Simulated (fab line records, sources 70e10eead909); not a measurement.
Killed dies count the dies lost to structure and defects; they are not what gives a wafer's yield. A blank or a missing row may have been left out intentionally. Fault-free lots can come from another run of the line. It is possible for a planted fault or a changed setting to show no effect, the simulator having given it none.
Matching of chambers :: flow nand-harc :: NHARC_A_STAIRCASE_ETCH_253 on rie-diel-04: 4 sister chambers
The step etches the open film in C4F8/O2, target depth 50 nm, time 20.2 s. 8 wafers are shown with their chamber, then 12 later ones without.

WAFERS PAIRED WITH THEIR CHAMBERS
wafer: L085.2
chamber: 1
rf-vpp-V (V): 888
oes-product-au (a.u.): 0.976

wafer: L086.6
chamber: 3
rf-vpp-V (V): 888
oes-product-au (a.u.): 0.952

wafer: L087.1
chamber: 2
rf-vpp-V (V): 905
oes-product-au (a.u.): 0.972

wafer: L087.3
chamber: 0
rf-vpp-V (V): 891
oes-product-au (a.u.): 0.954

wafer: L087.4
chamber: 1
rf-vpp-V (V): 889
oes-product-au (a.u.): 0.978

wafer: L090.1
chamber: 0
rf-vpp-V (V): 892
oes-product-au (a.u.): 0.927

wafer: L090.3
chamber: 2
rf-vpp-V (V): 906
oes-product-au (a.u.): 0.906

wafer: L090.4
chamber: 3
rf-vpp-V (V): 885
oes-product-au (a.u.): 0.904

WAFERS WHOSE CHAMBER IS MISSING
wafer: L092.1
rf-vpp-V (V): 908
oes-product-au (a.u.): 0.975

wafer: L092.2
rf-vpp-V (V): 893
oes-product-au (a.u.): 0.983

wafer: L092.5
rf-vpp-V (V): 907
oes-product-au (a.u.): 0.974

wafer: L093.1
rf-vpp-V (V): 905
oes-product-au (a.u.): 0.954

wafer: L093.4
rf-vpp-V (V): 888
oes-product-au (a.u.): 0.969

wafer: L093.6
rf-vpp-V (V): 891
oes-product-au (a.u.): 0.977

wafer: L097.1
rf-vpp-V (V): 905
oes-product-au (a.u.): 0.918

wafer: L097.3
rf-vpp-V (V): 893
oes-product-au (a.u.): 0.932

wafer: L097.6
rf-vpp-V (V): 907
oes-product-au (a.u.): 0.944

wafer: L095.1
rf-vpp-V (V): 887
oes-product-au (a.u.): 0.916

wafer: L095.4
rf-vpp-V (V): 905
oes-product-au (a.u.): 0.938

wafer: L095.5
rf-vpp-V (V): 906
oes-product-au (a.u.): 0.947

WHICH CHAMBER EACH ONE RAN IN
wafer: L092.1
from the rows above: 2
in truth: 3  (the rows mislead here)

wafer: L092.2
from the rows above: can't be placed: 0 or 1
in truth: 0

wafer: L092.5
from the rows above: 2
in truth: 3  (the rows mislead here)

wafer: L093.1
from the rows above: 2
in truth: 2

wafer: L093.4
from the rows above: can't be placed: 1 or 3
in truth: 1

wafer: L093.6
from the rows above: can't be placed: 0 or 1
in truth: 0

wafer: L097.1
from the rows above: 2
in truth: 2

wafer: L097.3
from the rows above: 0
in truth: 0

wafer: L097.6
from the rows above: 2
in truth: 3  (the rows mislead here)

wafer: L095.1
from the rows above: can't be placed: 3 or 1
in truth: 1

wafer: L095.4
from the rows above: 2
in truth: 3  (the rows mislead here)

wafer: L095.5
from the rows above: 2
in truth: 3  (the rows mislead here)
Correct placement for 3 of the 12. From these rows, 4 cannot be placed; in 4 the true chamber is one of the candidates. 5 placed wrongly.
How it was worked out, from the rows above alone: a wafer's distance from a chamber is the root of the sum, over the readings, of the square of ((its reading less the chamber's mean) divided by the reading's scatter). The wafer belongs to the nearest chamber; if the next one is less than 2 further off, it can't be placed. A chamber's mean is the mean of its shown wafers. The scatter: the root of (the sum of the squares of (reading less its chamber's mean) over the shown wafers, divided by (wafers less chambers)).
